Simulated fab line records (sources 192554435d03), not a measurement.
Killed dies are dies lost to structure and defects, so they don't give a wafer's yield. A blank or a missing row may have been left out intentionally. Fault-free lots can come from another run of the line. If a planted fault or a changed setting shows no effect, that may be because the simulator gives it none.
fab line records | flow n5_finfet
record lots=7 | wafers=20 | last_day=18
route steps=1938 shown BEOL_M3@1004 BEOL_M4@1111
lots that met no fault: from a run of the same line without faults
start_h: the number of hours between the record's first day and the start of the first shown wafer of the lot | wait_h: hours since the lot's step before | " unchanged from the row above | L1.1+2: a row that stands for several wafers | - no value, or no start was given | * or withheld: withheld | < > ~ a bound
route shown NAME@n: NAME is a module with steps in the file, n the number in the route of the first one | usual: mean/standard deviation of fault-free wafers | same: alike in all rows | chamber/n: place in a boat | sites: the reading at each site | _std_site: standard deviation across them | _edge_site: mean of outer sites minus mean of inner sites | radius_mm: for every site, how far away it sits from the centre of the wafer | mask NAME#n: copy n | behind: the tool/chamber that last shaped the wafer | hold: cause of the lot's hold/its duration in hours/its outcome | device: transistor that didn't switch, given as n, p or np | end of line: at the end of the route, the tests of the same wafers | a step without rows: its recipe alone | killed: dies lost to structure and defects at the first sort, not the wafer's yield | map: a wafer's dies, marking killed ones x, the rest . and places with no die _
set.NAME: the setting as run; set.NAME@STEP: as run at that earlier step | model.NAME: the simulator's own value behind a step, which no gauge read
lots seen at some steps along the route; tables by step, rows by wafer
services: from which hour (start_h, from the record's first day; less than 0 if before it) a tool's chamber was out of use, for how many hours, and why
## steps
# step N5_BEOL_M3_SPUTTER_90
# recipe material=Cu | target_thk_a=45 | temp_c=-20 | chamber_pressure_pa=0.07 | power_w=withheld | time_s=8.29
# usual susceptor_temp_C=-20.00/0.11 | throttle_valve_pct=29.9/0.97
lot.wafer | tool           | chamber | start_h | wait_h | susceptor_temp_C | throttle_valve_pct
L217.3    | pvd_sputter-01 | -       | 179.64  | 0.1    | -20.02           | 31.0
L217.4    | "              | -       | "       | "      | -19.80           | 29.8
L217.5    | "              | -       | "       | "      | -19.69           | 30.1
L224.2    | pvd_sputter-03 | -       | 215.72  | 0.1    | -20.00           | 29.5
L224.5    | "              | -       | "       | "      | -20.04           | 30.4
L225.1    | pvd_sputter-01 | -       | 219.55  | 0.1    | -19.98           | 30.6
L225.5    | "              | -       | "       | "      | -20.13           | 30.6
L225.6    | "              | -       | "       | "      | -19.93           | 29.9
L226.4    | pvd_sputter-01 | -       | 233.27  | 0.1    | -19.97           | 29.8
L226.5    | "              | -       | "       | "      | -19.99           | 28.9
L226.6    | "              | -       | "       | "      | -20.07           | 30.5
L231.1    | pvd_sputter-03 | -       | 270.03  | 0.1    | -20.04           | 30.0
L231.3    | "              | -       | "       | "      | -19.97           | 28.1
L231.6    | "              | -       | "       | "      | -19.87           | 29.9
L236.1    | pvd_sputter-03 | -       | 298.20  | 0.1    | -20.18           | 29.5
L236.3    | "              | -       | "       | "      | -20.02           | 30.2
L236.5    | "              | -       | "       | "      | -20.07           | 28.1
L237.1    | pvd_sputter-02 | -       | 302.54  | 0.1    | -19.94           | 32.2
L237.4    | "              | -       | "       | "      | -20.06           | 30.6
L237.6    | "              | -       | "       | "      | -19.97           | 29.5
# step N5_BEOL_M3_ANNEAL_91
# recipe temp_c=400 | time_s=240 | ambient=vacuum
# usual heater_power_w=823/82 | susceptor_temp_C=399.95/0.23
lot.wafer | tool           | chamber | start_h | wait_h | heater_power_w | susceptor_temp_C
L217.3    | pvd_sputter-01 | -       | 179.72  | 0.0    | 882            | 399.79
L217.4    | "              | -       | "       | "      | 855            | 400.33
L217.5    | "              | -       | "       | "      | 855            | 400.17
L224.2    | pvd_sputter-03 | -       | 215.80  | 0.0    | 1023           | 400.02
L224.5    | "              | -       | "       | "      | 774            | 400.39
L225.1    | pvd_sputter-01 | -       | 219.63  | 0.0    | 764            | 400.12
L225.5    | "              | -       | "       | "      | 756            | 400.18
L225.6    | "              | -       | "       | "      | 864            | 399.88
L226.4    | pvd_sputter-01 | -       | 233.35  | 0.0    | 865            | 399.77
L226.5    | "              | -       | "       | "      | 754            | 399.74
L226.6    | "              | -       | "       | "      | 755            | 399.87
L231.1    | pvd_sputter-03 | -       | 270.11  | 0.0    | 763            | 400.08
L231.3    | "              | -       | "       | "      | 794            | 400.44
L231.6    | "              | -       | "       | "      | 886            | 399.67
L236.1    | pvd_sputter-03 | -       | 298.28  | 0.0    | 994            | 399.84
L236.3    | "              | -       | "       | "      | 749            | 400.02
L236.5    | "              | -       | "       | "      | 785            | 399.96
L237.1    | pvd_sputter-02 | -       | 302.62  | 0.0    | 790            | 399.86
L237.4    | "              | -       | "       | "      | 854            | 399.79
L237.6    | "              | -       | "       | "      | 823            | 399.72
# step N5_BEOL_M3_SPUTTER_92
# recipe material=Cu | target_thk_a=45 | temp_c=-20 | chamber_pressure_pa=0.07 | power_w=withheld | time_s=8.29
# step N5_BEOL_M3_ANNEAL_93
# recipe temp_c=400 | time_s=240 | ambient=vacuum
# usual heater_power_w=823/82 | susceptor_temp_C=400.04/0.23
lot.wafer | tool           | chamber | start_h | wait_h | heater_power_w | susceptor_temp_C
L217.3    | pvd_sputter-01 | -       | 179.94  | 0.0    | 872            | 399.96
L217.4    | "              | -       | "       | "      | 849            | 400.18
L217.5    | "              | -       | "       | "      | 855            | 400.45
L224.2    | pvd_sputter-03 | -       | 216.02  | 0.0    | 984            | 399.93
L224.5    | "              | -       | "       | "      | 764            | 400.01
L225.1    | pvd_sputter-01 | -       | 219.85  | 0.0    | 765            | 400.22
L225.5    | "              | -       | "       | "      | 752            | 399.83
L225.6    | "              | -       | "       | "      | 837            | 400.12
L226.4    | pvd_sputter-01 | -       | 233.57  | 0.0    | 855            | 399.77
L226.5    | "              | -       | "       | "      | 812            | 399.79
L226.6    | "              | -       | "       | "      | 746            | 400.31
L231.1    | pvd_sputter-03 | -       | 270.33  | 0.0    | 771            | 400.07
L231.3    | "              | -       | "       | "      | 791            | 400.51
L231.6    | "              | -       | "       | "      | 871            | 399.88
L236.1    | pvd_sputter-03 | -       | 298.50  | 0.0    | 1026           | 399.84
L236.3    | "              | -       | "       | "      | 764            | 399.78
L236.5    | "              | -       | "       | "      | 789            | 399.46
L237.1    | pvd_sputter-02 | -       | 302.84  | 0.0    | 783            | 400.09
L237.4    | "              | -       | "       | "      | 845            | 400.02
L237.6    | "              | -       | "       | "      | 820            | 399.93
# step N5_BEOL_M3_SPUTTER_94
# recipe material=Cu | target_thk_a=45 | temp_c=-20 | chamber_pressure_pa=0.07 | power_w=withheld | time_s=8.29
# usual susceptor_temp_C=-20.00/0.1 | throttle_valve_pct=29.8/0.98
lot.wafer | tool           | chamber | start_h | wait_h | susceptor_temp_C | throttle_valve_pct
L217.3    | pvd_sputter-01 | -       | 180.08  | 0.1    | -19.87           | 31.1
L217.4    | "              | -       | "       | "      | -20.05           | 30.0
L217.5    | "              | -       | "       | "      | -19.87           | 29.8
L224.2    | pvd_sputter-03 | -       | 216.16  | 0.1    | -19.98           | 29.4
L224.5    | "              | -       | "       | "      | -19.94           | 30.1
L225.1    | pvd_sputter-01 | -       | 219.99  | 0.1    | -20.03           | 30.5
L225.5    | "              | -       | "       | "      | -19.83           | 30.6
L225.6    | "              | -       | "       | "      | -20.17           | 29.6
L226.4    | pvd_sputter-01 | -       | 233.71  | 0.1    | -20.04           | 30.0
L226.5    | "              | -       | "       | "      | -20.11           | 28.9
L226.6    | "              | -       | "       | "      | -19.92           | 30.8
L231.1    | pvd_sputter-03 | -       | 270.47  | 0.1    | -20.10           | 30.1
L231.3    | "              | -       | "       | "      | -19.99           | 28.2
L231.6    | "              | -       | "       | "      | -19.93           | 29.5
L236.1    | pvd_sputter-03 | -       | 298.64  | 0.1    | -19.85           | 29.4
L236.3    | "              | -       | "       | "      | -20.02           | 30.4
L236.5    | "              | -       | "       | "      | -20.05           | 28.0
L237.1    | pvd_sputter-02 | -       | 302.98  | 0.1    | -20.06           | 31.7
L237.4    | "              | -       | "       | "      | -20.04           | 30.6
L237.6    | "              | -       | "       | "      | -20.04           | 29.4
# step N5_BEOL_M3_ANNEAL_95
# recipe temp_c=400 | time_s=240 | ambient=vacuum
# step N5_BEOL_M3_SPUTTER_96
# recipe material=Cu | target_thk_a=45 | temp_c=-20 | chamber_pressure_pa=0.07 | power_w=withheld | time_s=8.29
# step N5_BEOL_M3_ECD_50
# recipe material=Cu | target_thk_a=3000
# step N5_BEOL_M3_ANNEAL_51
# recipe temp_c=225 | time_s=90 | ambient=N2
# usual wafer_temp_C_max=225.88/0.23
lot.wafer | tool          | chamber | start_h | wait_h | wafer_temp_C_max
L217.3    | rtp_anneal-01 | 0       | 180.59  | 0.1    | 225.97
L217.4    | "             | 0       | "       | "      | 226.10
L217.5    | "             | 0       | "       | "      | 226.01
L224.2    | rtp_anneal-02 | 0       | 216.62  | 0.1    | 225.84
L224.5    | "             | 0       | "       | "      | 226.02
L225.1    | rtp_anneal-01 | 0       | 220.41  | 0.1    | 225.69
L225.5    | "             | 0       | "       | "      | 225.90
L225.6    | "             | 0       | "       | "      | 225.67
L226.4    | rtp_anneal-02 | 0       | 234.26  | 0.2    | 225.75
L226.5    | "             | 0       | "       | "      | 225.36
L226.6    | "             | 0       | "       | "      | 225.57
L231.1    | rtp_anneal-02 | 0       | 270.89  | 0.1    | 226.04
L231.3    | "             | 0       | "       | "      | 225.79
L231.6    | "             | 0       | "       | "      | 225.79
L236.1    | rtp_anneal-02 | 0       | 299.05  | 0.1    | 226.07
L236.3    | "             | 0       | "       | "      | 225.98
L236.5    | "             | 0       | "       | "      | 225.53
L237.1    | rtp_anneal-01 | 0       | 303.42  | 0.1    | 225.75
L237.4    | "             | 0       | "       | "      | 226.28
L237.6    | "             | 0       | "       | "      | 226.26
# step N5_BEOL_M3_CMP_52
# recipe stop_on=SiOC | t_overpolish_s=6.8 | down_force_psi=1 | platen_rpm=50 | clearing_platen_down_force_psi=1.5 | clearing_platen_rpm=50 | post_cmp_clean=cu_alkaline | target_thk_nm=40 | clearing_platen_pad_velocity_m_s=0.99484 | pad_velocity_m_s=0.99484
# step N5_BEOL_M3_THK_MEAS_53
# recipe thk_meas_gauge=xrf | reads=Cu_of_BEOL_M3_ECD_50
# usual M3_THK=38.9/1.6
lot.wafer | tool          | chamber | start_h | wait_h | M3_THK[nm]
L217.3    | film_metro-02 | -       | 181.09  | -      | 42.3
L217.4    | "             | -       | "       | "      | 41.6
L217.5    | "             | -       | "       | "      | 42.4
L224.2    | film_metro-01 | -       | 217.17  | -      | 35.4
L224.5    | "             | -       | "       | "      | 38.7
L225.1    | film_metro-02 | -       | 221.15  | -      | 37.0
L225.5    | "             | -       | "       | "      | 39.1
L225.6    | "             | -       | "       | "      | 39.1
L226.4    | film_metro-01 | -       | 234.72  | -      | 37.9
L226.5    | "             | -       | "       | "      | 37.9
L226.6    | "             | -       | "       | "      | 37.8
L231.1    | film_metro-01 | -       | 271.48  | -      | 39.6
L231.3    | "             | -       | "       | "      | 38.8
L231.6    | "             | -       | "       | "      | 38.4
L236.1    | film_metro-02 | -       | 299.65  | -      | 36.5
L236.3    | "             | -       | "       | "      | 38.5
L236.5    | "             | -       | "       | "      | 40.1
L237.1    | film_metro-02 | -       | 304.01  | -      | 37.5
L237.4    | "             | -       | "       | "      | 39.4
L237.6    | "             | -       | "       | "      | 39.3
# step N5_BEOL_M3_PRE_CLEAN_60
# recipe gas=NH3/H2 | time_s=15 | temp_c=* | rf_power_w=300
# step N5_BEOL_M3_CO_CAP_55
# recipe material=Co | target_thk_a=20 | temp_c=200 | precursor=CCTBA/H2 | pressure_torr=30 | time_s=102.1
# usual heater_power_w=226/12 | run_length_s=125.0/0.45 | susceptor_temp_C=199.99/0.15
lot.wafer | tool      | chamber | start_h | wait_h | heater_power_w | run_length_s | susceptor_temp_C | model.Co_of_BEOL_M3_CO_CAP_55.thk_nm
L217.3    | cvd_co-01 | 0       | 181.17  | 0.0    | 235            | 124.5        | 199.92           | 1.8
L217.4    | "         | 0       | "       | "      | 234            | 124.7        | 199.78           | 1.8
L217.5    | "         | 1       | "       | "      | 210            | 124.9        | 199.82           | 1.8
L224.2    | cvd_co-01 | 1       | 217.24  | 0.0    | 207            | 155.3        | 200.09           | 2.6
L224.5    | "         | 0       | "       | "      | 241            | 124.6        | 199.66           | 2
L225.1    | cvd_co-01 | 0       | 221.23  | 0.0    | 244            | 125.0        | 200.17           | 1.8
L225.5    | "         | 2       | "       | "      | 226            | 125.1        | 199.96           | 1.8
L225.6    | "         | 1       | "       | "      | 209            | 155.2        | 200.03           | 2.2
L226.4    | cvd_co-01 | 0       | 234.85  | 0.1    | 237            | 124.3        | 199.86           | 2
L226.5    | "         | 0       | "       | "      | 236            | 124.5        | 199.91           | 2
L226.6    | "         | 1       | "       | "      | 206            | 154.9        | 200.12           | 2.6
L231.1    | cvd_co-02 | 0       | 271.56  | 0.0    | 215            | 125.1        | 199.92           | 2
L231.3    | "         | 2       | "       | "      | 248            | 124.3        | 200.03           | 2.2
L231.6    | "         | 1       | "       | "      | 232            | 124.8        | 199.82           | 2.2
L236.1    | cvd_co-02 | 0       | 300.00  | 0.0    | 220            | 125.3        | 199.87           | 2
L236.3    | "         | 2       | "       | "      | 254            | 124.4        | 199.86           | 2.2
L236.5    | "         | 1       | "       | "      | 234            | 125.0        | 200.19           | 2.2
L237.1    | cvd_co-02 | 1       | 304.09  | 0.0    | 236            | 125.1        | 199.86           | 2
L237.4    | "         | 0       | "       | "      | 216            | 126.0        | 199.99           | 2
L237.6    | "         | 2       | "       | "      | 241            | 124.8        | 199.98           | 2
# step N5_BEOL_M3_PRE_CLEAN_56
# recipe gas=NH3 | time_s=15 | temp_c=withheld | rf_power_w=300
# step N5_BEOL_M4_RC_MEAS_101
# usual DIBL_N=36.0/2 | DIBL_P=36.2/2.2 | IOFF_N=0.16/0.034 | IOFF_P=0.21/0.04 | ION_N=675/12 | ION_P=463/7.2 | SS_N=71.6/0.6 | SS_P=73.3/0.67 | VT_N=250/3 | VT_P=-251/3.4
lot.wafer | tool      | chamber | start_h | wait_h | DIBL_N[mV/V] | DIBL_P[mV/V] | IOFF_N[nA/um] | IOFF_P[nA/um] | ION_N[uA/um] | ION_P[uA/um] | SS_N[mV/dec] | SS_P[mV/dec] | VT_N[mV] | VT_P[mV]
L217.3    | prober-02 | 0       | 193.42  | 0.3    | 38.2         | 38.8         | 0.21          | 0.26          | 674          | 462          | 72.1         | 73.4         | 249      | -250
L217.4    | "         | 0       | "       | "      | 37.9         | 37.7         | 0.18          | 0.22          | 664          | 453          | 72.9         | 73.0         | 251      | -252
L217.5    | "         | 0       | "       | "      | 39.4         | 39.9         | 0.23          | 0.26          | 684          | 467          | 73.2         | 73.9         | 250      | -246
L224.2    | prober-02 | 0       | 234.80  | 0.2    | 35.9         | 36.9         | 0.17          | 0.21          | 675          | 456          | 72.1         | 73.2         | 251      | -253
L224.5    | "         | 0       | "       | "      | 35.8         | 35.8         | 0.16          | 0.19          | 673          | 458          | 71.1         | 73.7         | 251      | -254
L225.1    | prober-01 | 0       | 242.60  | 0.0    | 38.7         | 37.5         | 0.16          | 0.20          | 668          | 454          | 70.9         | 73.9         | 253      | -252
L225.5    | "         | 0       | "       | "      | 40.5         | 39.3         | 0.19          | 0.24          | 679          | 461          | 71.7         | 74.9         | 249      | -252
L225.6    | "         | 0       | "       | "      | 41.2         | 41.1         | 0.22          | 0.26          | 698          | 466          | 72.2         | 74.8         | 249      | -249
L226.4    | prober-01 | 0       | 245.66  | 0.5    | 35.2         | 37.1         | 0.16          | 0.24          | 673          | 468          | 70.8         | 73.5         | 250      | -244
L226.5    | "         | 0       | "       | "      | 35.5         | 36.8         | 0.16          | 0.23          | 680          | 465          | 70.9         | 73.3         | 250      | -249
L226.6    | "         | 0       | "       | "      | 35.8         | 38.0         | 0.17          | 0.25          | 685          | 474          | 71.6         | 73.7         | 249      | -249
L231.1    | prober-02 | 0       | 279.72  | 0.0    | 32.4         | 32.5         | 0.10          | 0.16          | 649          | 453          | 70.5         | 71.9         | 257      | -255
L231.3    | "         | 0       | "       | "      | 36.2         | 36.1         | 0.16          | 0.20          | 675          | 463          | 71.2         | 72.9         | 252      | -252
L231.6    | "         | 0       | "       | "      | 36.1         | 35.8         | 0.14          | 0.19          | 668          | 459          | 71.6         | 73.3         | 253      | -252
L236.1    | prober-01 | 0       | 311.62  | 0.0    | 36.0         | 35.9         | 0.15          | 0.21          | 665          | 455          | 71.9         | 72.3         | 250      | -250
L236.3    | "         | 0       | "       | "      | 34.3         | 33.7         | 0.14          | 0.19          | 681          | 460          | 71.3         | 72.5         | 248      | -248
L236.5    | "         | 0       | "       | "      | 36.6         | 36.7         | 0.18          | 0.23          | 686          | 469          | 71.4         | 73.7         | 249      | -247
L237.1    | prober-01 | 0       | 316.99  | 0.0    | 34.8         | 34.2         | 0.13          | 0.17          | 674          | 461          | 71.5         | 73.4         | 254      | -253
L237.4    | "         | 0       | "       | "      | 34.8         | 34.1         | 0.13          | 0.18          | 665          | 458          | 71.5         | 73.5         | 253      | -253
L237.6    | "         | 0       | "       | "      | 36.5         | 36.2         | 0.16          | 0.20          | 680          | 463          | 71.9         | 74.2         | 252      | -252
## services
tool           | chamber | start_h | hours | kind
cvd_co-01      | 2       | 231.13  | 12.4  | repair
pvd_sputter-01 | -       | 272.12  | 7.8   | repair
## key
first_sign step=N5_BEOL_M3_CO_CAP_55 | reading=run_length_s | direction=up | sigmas=66 | usual=* | struck=*
effect none on later readings
model_effect step=N5_BEOL_M3_CO_CAP_55 | value=Co_of_BEOL_M3_CO_CAP_55.thk_nm | without=1.933 | struck=2.467
met_at N5_BEOL_M3_CO_CAP_55
struck_wafers L224.2,L225.6,L226.6
onset_between 181.17 217.24
fault kind=process_parameter_drift | tool=cvd_co-01 | chamber=- | onset_h=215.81 | steps=N5_BEOL_M3_CO_CAP_55 | channel=time_s | offset=* | shape=step | end_h=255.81 | scope=struck_wafers_only | acts_in=* | stated=*
